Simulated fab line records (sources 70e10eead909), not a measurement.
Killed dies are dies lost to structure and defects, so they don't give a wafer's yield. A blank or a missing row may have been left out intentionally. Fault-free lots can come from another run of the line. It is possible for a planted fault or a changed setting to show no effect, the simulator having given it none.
fab line records	flow nandHarc
record lots=7	wafers=21	lastDay=25
route steps=1159 shown P_CONTACT@236 END@1159
lots that met no fault: from a run of the same line without faults
startH: start of the lot's first displayed wafer, in hours after the record's first day	waitH: how many hours have passed since the lot's step before this one	" identical to the entry in the row above	L1.1+2: several wafers, shown together as one row	- no value present, or no start provided	* or withheld: withheld	< > ~ a bound
route shown NAME@n: names a module that has steps shown in the file, with the first one's number in the route	usual: mean and standard deviation over wafers with no fault	same: alike in all rows	chamber/n: place in a boat	sites: per-site readings	_std_site: how widely they spread, as a standard deviation	_edge_site: mean of outer sites minus mean of inner sites	radiusMm: for every site, how far away it sits from the centre of the wafer	mask NAME#n: copy n	behind: the last tool/chamber to shape the wafer	hold: reason for holding the lot/hours on hold/outcome of the hold	device: transistor that didn't switch, given as n, p or np	end of line: tests run on the same wafers once the route is complete	where a step has no rows: the recipe by itself	killed: the dies lost at the first sort to structure and to defects; this is not the yield of the wafer	map: a wafer's dies, x killed, . not, _ none there
set.NAME: setting as actually run; set.NAME@STEP: the setting as run at that earlier step	model.NAME: the simulator's own value behind a step, which no gauge read
certain route steps with their lots: each step a table, each wafer a row
services: the hour from which a tool's chamber was out of use, counted from the record's first day as startH (under 0 if before that day), plus the number of hours and why
## steps
# step NHARC_P_CONTACT_ETCH_35
# recipe targetDepthA=390	overEtchFrac=0.3	timeS=65	ionEnergyEv=80	cf4FlowSccm=150	arFlowSccm=0	rfW=300	biasW=100	chemistry=CF4
# usual drypumpMotorCurrentA=5.7/0.51	oesProductAu=0.996/0.01	rfVppV=151.2/1.2	showerheadPlenumPTorr=1.76/0.061	throttleValvePct=13.284/0.0086
# same overEtchFrac=0.3
lot.wafer	tool	chamber	startH	waitH	drypumpMotorCurrentA	oesProductAu	rfHoursCounterH	rfVppV	showerheadPlenumPTorr	throttleValvePct
L801.2	rieDiel-11	2	103.65	0.1	5.8	0.990	9	151.4	1.82	13.295
L801.5	"	2	"	"	5.8	0.992	-	153.4	1.82	13.294
L801.6	"	3	"	"	5.8	0.979	-	153.2	1.80	13.304
L804.3	rieDiel-11	3	130.40	0.2	5.8	0.988	13	151.4	1.80	13.280
L804.6	"	0	"	"	6.6	0.985	-	149.6	1.68	13.289
L804.5	"	1	"	"	5.7	0.975	-	152.2	1.79	13.277
L808.1	rieDiel-11	1	147.62	0.1	5.7	0.976	11	151.2	1.78	13.278
L808.6	"	0	"	"	6.5	0.989	-	150.3	1.68	13.284
L808.5	"	1	"	"	5.7	0.973	-	149.9	1.79	13.281
L807.2	rieDiel-07	3	148.30	0.1	5.3	1.003	9	151.4	1.80	13.283
L807.3	"	1	"	"	4.9	1.011	8	150.5	1.69	13.300
L807.6	"	3	"	"	5.3	0.996	-	152.6	1.80	13.271
L813.4	rieDiel-07	0	187.06	0.1	6.3	1.005	11	152.7	1.84	13.291
L813.2	"	3	"	"	5.3	0.984	12	152.3	1.80	13.268
L813.6	"	0	"	"	6.3	1.000	-	152.8	1.84	13.275
L820.4	rieDiel-07	3	222.20	0.1	5.3	0.992	17	151.8	1.80	13.279
L820.2	"	0	"	"	6.3	1.002	16	152.8	1.84	13.285
L820.6	"	3	"	"	5.3	0.988	-	153.3	1.80	13.274
L821.1	rieDiel-11	0	230.81	0.1	6.6	0.991	4	150.8	1.68	13.285
L821.3	"	1	"	"	5.7	0.985	4	153.1	1.78	13.277
L821.5	"	1	"	"	5.7	0.989	-	152.0	1.78	13.272
# step NHARC_P_CONTACT_ETCH_36
# recipe targetDepthA=2600	overEtchFrac=0.25	timeS=406.25	ionEnergyEv=200	n2FlowSccm=150	h2FlowSccm=150	arFlowSccm=0	rfW=400	biasW=150	chemistry=N2/H2
# step NHARC_P_CONTACT_ETCH_18
# recipe targetDepthA=4810	timeS=240.5	c4f8FlowSccm=20	o2FlowSccm=10	arFlowSccm=withheld	rfW=600	biasW=1500	chemistry=C4F8/O2/Ar
# usual oesProductAu=0.960/0.016	rfVppV=978/5.1
lot.wafer	tool	chamber	startH	waitH	oesProductAu	rfHoursCounterH	rfVppV
L801.2	rieDiel-11	3	-	-	0.946	9	981
L801.5	"	0	"	"	0.936	-	972
L801.6	"	2	"	"	0.948	-	983
L804.3	rieDiel-11	0	-	-	0.935	14	971
L804.6	"	2	"	"	0.947	-	982
L804.5	"	3	"	"	0.933	-	980
L808.1	rieDiel-11	1	-	-	0.950	11	979
L808.5	"	0	"	"	0.944	-	970
L808.6	"	1	"	"	0.948	-	980
L807.3	rieDiel-07	2	-	-	0.957	9	974
L807.2	"	0	"	"	0.974	8	985
L807.6	"	1	"	"	0.984	-	972
L813.4	rieDiel-07	2	-	-	0.960	12	974
L813.2	"	0	"	"	0.976	11	984
L813.6	"	1	"	"	0.991	-	972
L820.2	rieDiel-07	0	-	-	0.979	16	986
L820.4	"	2	"	"	0.955	16	973
L820.6	"	1	"	"	0.988	-	972
L821.3	rieDiel-11	0	-	-	0.942	4	971
L821.1	"	1	"	"	0.932	4	981
L821.5	"	0	"	"	0.958	-	970
# step NHARC_P_CONTACT_STRIP_37
# recipe c4f8FlowSccm=withheld	o2FlowSccm=8	arFlowSccm=withheld	biasW=0	chemistry=C4F8/O2/Ar
# step NHARC_P_CONTACT_ETCH_31
# recipe targetDepthA=300	timeS=85.7	ionEnergyEv=120	overEtchFrac=1	ch3fFlowSccm=50	o2FlowSccm=30	arFlowSccm=200	rfW=500	biasW=100	chemistry=CH3F/O2
# step NHARC_P_CONTACT_CD_MEAS_19
# usual cdNm=90.3/1.7
lot.wafer	tool	chamber	startH	waitH	cdNm
L801.2	cdSem-01	-	104.57	-	92.0
L801.5	"	-	"	"	93.3
L801.6	"	-	"	"	91.9
L804.3	cdSem-03	-	131.19	-	89.7
L804.5	"	-	"	"	91.8
L804.6	"	-	"	"	87.1
L808.1	cdSem-03	-	148.41	-	89.8
L808.5	"	-	"	"	90.0
L808.6	"	-	"	"	91.4
L807.2	cdSem-03	-	149.09	-	90.1
L807.3	"	-	"	"	92.4
L807.6	"	-	"	"	95.3
L813.2	cdSem-02	-	187.88	-	93.7
L813.4	"	-	"	"	89.4
L813.6	"	-	"	"	92.0
L820.2	cdSem-02	-	222.98	-	89.4
L820.4	"	-	"	"	89.5
L820.6	"	-	"	"	91.4
L821.1	cdSem-03	-	231.60	-	91.9
L821.3	"	-	"	"	91.3
L821.5	"	-	"	"	90.8
# step NHARC_P_CONTACT_STRIP_28
# recipe o2FlowSccm=500	arFlowSccm=0	biasW=0	chemistry=O2
# usual drypumpMotorCurrentA=5.7/0.5	oesProductAu=0.996/0.0098	rfVppV=57.6/0.88	showerheadPlenumPTorr=3.51/0.12	throttleValvePct=17.036/0.0097
lot.wafer	tool	chamber	startH	waitH	drypumpMotorCurrentA	oesProductAu	rfHoursCounterH	rfVppV	showerheadPlenumPTorr	throttleValvePct
L801.2	rieDiel-07	1	104.69	0.1	5.0	1.021	4	58.7	3.38	17.021
L801.6	"	2	"	"	5.4	0.995	-	58.1	3.44	17.046
L801.5	"	3	"	"	5.3	1.001	-	56.1	3.59	17.033
L804.3	rieDiel-07	1	131.30	0.1	5.0	1.002	6	57.8	3.38	17.025
L804.5	"	3	"	"	5.3	0.989	-	58.4	3.59	17.043
L804.6	"	0	"	"	6.3	1.007	-	57.1	3.68	17.033
L808.1	rieDiel-11	1	148.53	0.1	5.7	0.988	11	59.1	3.56	17.048
L808.5	"	2	"	"	5.8	0.997	-	58.9	3.64	17.047
L808.6	"	3	"	"	5.8	0.989	-	58.2	3.60	17.054
L807.2	rieDiel-11	3	149.16	0.1	5.8	0.995	15	58.4	3.60	17.030
L807.3	"	0	"	"	6.6	0.996	16	56.4	3.35	17.052
L807.6	"	3	"	"	5.8	0.990	-	56.9	3.60	17.059
L813.2	rieDiel-06	2	188.00	0.1	5.5	0.991	42	56.0	3.29	17.038
L813.4	"	3	"	"	6.0	0.996	-	56.7	3.31	17.028
L813.6	"	2	"	"	5.5	0.986	-	58.0	3.29	17.031
L820.4	rieDiel-06	0	223.07	0.1	5.1	0.995	47	56.7	3.42	17.036
L820.2	"	3	"	"	6.0	0.984	52	58.1	3.31	17.052
L820.6	"	0	"	"	5.1	0.993	-	56.9	3.42	17.031
L821.3	rieDiel-11	2	231.69	0.1	5.8	1.003	4	56.9	3.63	17.037
L821.1	"	3	"	"	5.8	0.982	4	57.4	3.59	17.018
L821.5	"	1	"	"	5.7	0.989	-	57.4	3.56	17.043
# step NHARC_P_CONTACT_STRIP_29
# recipe timeS=1200	tempC=72.5	chemistry=postEtchResidueRemover
# step NHARC_P_CONTACT_DEGAS_38
# recipe tempC=300	timeS=60
# usual heaterPowerW=439/35
lot.wafer	tool	chamber	startH	waitH	heaterPowerW
L801.2	pvdSputter-01	-	105.29	-	430
L801.6	"	-	"	"	431
L801.5	"	-	"	"	444
L804.3	pvdSputter-01	-	131.93	-	434
L804.6	"	-	"	"	511
L804.5	"	-	"	"	456
L808.1	pvdSputter-02	-	149.15	-	423
L808.6	"	-	"	"	425
L808.5	"	-	"	"	453
L807.3	pvdSputter-03	-	149.79	-	441
L807.2	"	-	"	"	391
L807.6	"	-	"	"	452
L813.4	pvdSputter-03	-	188.64	-	374
L813.2	"	-	"	"	415
L813.6	"	-	"	"	434
L820.4	pvdSputter-01	-	223.72	-	449
L820.2	"	-	"	"	517
L820.6	"	-	"	"	488
L821.3	pvdSputter-03	-	232.33	-	443
L821.1	"	-	"	"	454
L821.5	"	-	"	"	381
# step NHARC_P_CONTACT_PRE_CLEAN_39
# recipe timeS=19.5	biasV=250	gas=Ar
# step NHARC_P_CONTACT_PVD_32
# recipe targetThkA=50	chamberPressurePa=5	powerW=5000	substrateTempC=200	timeS=17.7	material=Ti
# usual substrateTempC=200.00/0.17	throttleValvePct=29.7/0.87
lot.wafer	tool	chamber	startH	waitH	substrateTempC	throttleValvePct
L801.2	pvdSputter-01	-	-	-	199.66	29.2
L801.6	"	-	"	"	200.12	29.3
L801.5	"	-	"	"	200.08	30.5
L804.3	pvdSputter-01	-	-	-	200.12	30.9
L804.6	"	-	"	"	200.23	30.4
L804.5	"	-	"	"	200.23	31.1
L808.1	pvdSputter-02	-	-	-	199.96	29.9
L808.5	"	-	"	"	199.94	30.0
L808.6	"	-	"	"	199.71	29.6
L807.2	pvdSputter-03	-	-	-	200.04	30.7
L807.3	"	-	"	"	200.07	28.3
L807.6	"	-	"	"	200.03	30.9
L813.2	pvdSputter-03	-	-	-	199.86	30.8
L813.4	"	-	"	"	199.79	28.5
L813.6	"	-	"	"	200.00	31.0
L820.4	pvdSputter-01	-	-	-	199.81	28.5
L820.2	"	-	"	"	200.07	30.2
L820.6	"	-	"	"	199.85	28.6
L821.3	pvdSputter-03	-	-	-	199.97	30.6
L821.1	"	-	"	"	199.99	28.5
L821.5	"	-	"	"	200.05	30.5
# step NHARC_P_CONTACT_ALD_22
# recipe targetThkA=30	pulseTimeS=1	aldCycles=150	tempC=450	material=TiN
# step NHARC_P_CONTACT_CVD_23
# recipe targetThkA=2000	tempC=300	pressureTorr=40	wf6FlowSccm=40	h2FlowSccm=1600	arFlowSccm=1560	timeS=557	material=W
# usual heaterPowerW=472/24	mfcH2Sccm=1600/4.9	throttleValvePct=8.1/0.32
lot.wafer	tool	chamber	startH	waitH	heaterPowerW	mfcH2Sccm	throttleValvePct
L801.2	cvdW-02	0	107.47	-	440	1592	8.4
L801.5	"	1	"	"	489	1598	8.3
L801.6	"	0	"	"	439	1600	8.0
L804.3	cvdW-02	1	134.91	-	490	1594	7.9
L804.6	"	1	"	"	502	1593	8.4
L804.5	"	0	"	"	438	1589	8.1
L808.1	cvdW-01	0	149.66	-	494	1599	7.7
L808.6	"	1	"	"	453	1594	8.1
L808.5	"	0	"	"	493	1596	7.5
L808.1	cvdW-01	0	150.45	0.7	492	1600	7.9
L808.6	"	1	"	"	457	1590	8.2
L808.5	"	0	"	"	495	1595	7.8
L807.2	cvdW-02	0	150.33	-	453	1599	8.0
L807.3	"	0	"	"	446	1598	8.2
L807.6	"	1	"	"	492	1602	8.1
L807.2	cvdW-02	0	151.77	1.3	446	1605	8.5
L807.3	"	0	"	"	448	1606	8.5
L807.6	"	1	"	"	507	1604	8.1
L813.2	cvdW-02	0	192.30	-	445	1603	8.3
L813.4	"	0	"	"	444	1596	8.5
L813.6	"	1	"	"	499	1592	8.2
L813.2	cvdW-02	0	194.12	1.7	451	1595	8.3
L813.4	"	0	"	"	444	1597	8.3
L813.6	"	1	"	"	489	1595	7.9
L820.2	cvdW-02	1	224.24	-	502	1599	7.9
L820.4	"	1	"	"	496	1599	8.1
L820.6	"	1	"	"	489	1596	8.0
L821.1	cvdW-01	0	234.61	-	506	1599	7.8
L821.3	"	1	"	"	457	1602	8.5
L821.5	"	0	"	"	496	1596	7.8
# step NHARC_P_CONTACT_CMP_24
# recipe tOverpolishS=30	targetThkNm=200
# usual motorCurrentA=11.8/1	overpolishRunS=30.000/0.0083	retainingRingPressureFrac=1.000/0.0055	timeToEndpointS=40.1/2.7
lot.wafer	tool	chamber	startH	waitH	motorCurrentA	overpolishRunS	retainingRingPressureFrac	timeToEndpointS
L801.2	cmp-01	3	108.06	0.5	11.4	29.999	0.998	41.0
L801.5	"	2	"	"	11.4	30.003	0.988	41.5
L801.6	"	3	"	"	11.9	30.003	0.993	40.1
L804.3	cmp-04	1	135.38	0.4	10.8	29.998	0.996	39.5
L804.5	"	1	"	"	10.4	30.012	1.002	38.5
L804.6	"	2	"	"	12.5	30.011	0.999	38.8
L808.1	cmp-03	2	151.14	0.6	13.6	30.006	0.998	79.4
L808.5	"	0	"	"	9.9	29.998	0.997	82.5
L808.6	"	1	"	"	11.4	29.996	0.998	83.1
L807.2	cmp-01	2	152.51	0.7	11.4	29.995	0.992	79.3
L807.3	"	3	"	"	11.9	30.007	0.999	78.0
L807.6	"	2	"	"	11.0	30.010	0.996	80.4
L813.4	cmp-04	2	194.89	0.5	12.8	30.008	0.997	76.7
L813.2	"	3	"	"	10.5	30.009	1.003	75.1
L813.6	"	1	"	"	10.4	29.993	1.007	75.7
L820.2	cmp-04	1	224.80	0.5	11.0	30.001	1.002	40.1
L820.4	"	2	"	"	12.0	29.999	0.990	40.9
L820.6	"	2	"	"	12.2	29.985	0.991	40.7
L821.3	cmp-03	0	235.26	0.3	9.9	29.997	1.007	41.8
L821.1	"	1	"	"	11.3	29.997	0.997	41.3
L821.5	"	0	"	"	10.5	30.003	1.004	45.6
# step NHARC_END_SORT_01
# recipe tempC=25
# usual killedAtArray=27/11	killedAtOther=0.6/0.89	killedAtPeriphery=3.0/2.4	killedDies=31/12	killedOpen=3.2/1.6	killedShort=2.0/1.5
# same grossDies=677
lot.wafer	tool	chamber	startH	waitH	killedAtArray	killedAtOther	killedAtPeriphery	killedDies	killedOpen	killedShort
L807.2	prober-02	0	476.27	2.8	14	0	6	20	2	2
L807.3	prober-02	0	477.07	3.1	17	0	2	19	8	3
L807.6	prober-02	0	479.48	4.0	17	0	4	21	6	3
L813.2	prober-01	0	598.26	2.8	23	0	4	27	2	1
L813.4	prober-01	0	599.88	3.4	36	0	0	36	4	4
L813.6	prober-01	0	601.49	4.0	25	1	0	26	2	1
# killed by level:class
L807.2 A_CHANNEL_HOLE_D1:chamberFilmFlake=7 A_CONTACT:chamberFilmFlake=4 P_GATE:chamberFilmFlake=2 P_GATE:geometricParticle:open=1 P_M0:geometricParticle:open=1 A_CHANNEL_FILL_D1:geometricParticle:short=1 A_M0:geometricParticle:short=1 P_ZERO_WELL:chamberFilmFlake=1
L807.3 A_CHANNEL_HOLE_D1:chamberFilmFlake=4 A_CONTACT:chamberFilmFlake=3 A_CONTACT:geometricParticle:open=2 P_CONTACT:geometricParticle:open=1 P_M2:geometricParticle:short=1 A_ONON_D1:geometricParticle:open=1 A_CHANNEL_HOLE_D1:geometricParticle:short=1 A_CHANNEL_HOLE_D1:geometricParticle:open=1
L807.6 A_CHANNEL_HOLE_D1:chamberFilmFlake=6 A_CONTACT:chamberFilmFlake=3 A_M1:geometricParticle:open=2 P_ZERO_WELL:chamberFilmFlake=2 P_GATE:geometricParticle:open=1 P_CONTACT:geometricParticle:open=1 A_ONON_D1:geometricParticle:short=1 A_CHANNEL_FILL_D1:geometricParticle:short=1
L813.2 A_CHANNEL_HOLE_D1:chamberFilmFlake=12 A_CONTACT:chamberFilmFlake=7 P_ZERO_WELL:chamberFilmFlake=2 A_SOURCE_PLATE:geometricParticle:open=1 A_ONON_D1:geometricParticle:short=1 A_CONTACT:geometricParticle:open=1 P_GATE:chamberFilmFlake=1 P_M0:chamberFilmFlake=1
L813.4 A_CHANNEL_HOLE_D1:chamberFilmFlake=12 A_CONTACT:chamberFilmFlake=11 A_SOURCE_PLATE:geometricParticle:open=2 A_CHANNEL_FILL_D1:geometricParticle:short=2 A_WL_FILL:chamberFilmFlake=2 A_SGD_CUT:geometricParticle:short=1 A_SLIT:geometricParticle:open=1 A_WL_FILL:geometricParticle:short=1
L813.6 A_CHANNEL_HOLE_D1:chamberFilmFlake=14 A_CONTACT:chamberFilmFlake=6 A_WL_FILL:unspecified=2 A_CONTACT:geometricParticle:open=1 A_M1:geometricParticle:open=1 STARTING-WAFER:geometricParticle:short=1 A_STAIRCASE:chamberFilmFlake=1
## services
tool	chamber	startH	hours	kind
rieDiel-07	0	79.84	7.1	repair
cmp-01	-	81.63	4.0	pm
rieDiel-11	1	91.16	33.1	repair
pvdSputter-01	-	96.28	6.6	repair
pvdSputter-03	-	102.07	10.0	pm
cmp-04	-	103.66	1.4	repair
cvdW-01	-	113.99	13.0	pm
pvdSputter-01	-	120.94	9.4	repair
cmp-01	-	121.33	1.1	repair
cvdW-02	-	126.64	0.6	repair
pvdSputter-03	-	132.23	4.0	repair
rieDiel-06	-	133.90	0.8	repair
cvdW-02	-	151.33	0.3	repair
pvdSputter-01	-	158.00	10.0	pm
pvdSputter-03	-	181.42	3.0	repair
rieDiel-11	-	189.50	9.0	pm
pvdSputter-01	-	195.19	0.7	repair
cvdW-02	-	199.09	13.0	pm
cmp-04	-	203.06	4.0	pm
pvdSputter-01	-	213.99	1.0	repair
cvdW-01	1	215.01	4.0	repair
cmp-04	-	222.83	1.5	repair
rieDiel-07	-	228.20	9.0	pm
cvdW-02	1	228.27	20.4	repair
## key
firstSign step=NHARC_P_CONTACT_CVD_23	reading=visit	direction=added
effect step=NHARC_P_CONTACT_CMP_24	reading=timeToEndpointS	direction=up	sigmas=14	usual=*	struck=*
metAt NHARC_P_CONTACT_CVD_23
struckWafers L807.2,L807.3,L807.6,L808.1,L808.5,L808.6,L813.2,L813.4,L813.6
testerLeftOut L807,L808,L813
fault kind=repeatedStepWhole	tool=cvdW-01,cvdW-02	chamber=-	onsetH=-	steps=NHARC_P_CONTACT_CVD_23	times=1	scope=struckLotsOnly
# testerLeftOut: of these lots the tester's yield and bins aren't shown, on N5 and GAA mostly nor the transistor test; their killed dies are dies lost to structure and defects alone, not to doping, threshold or leakage, so they don't give the yield
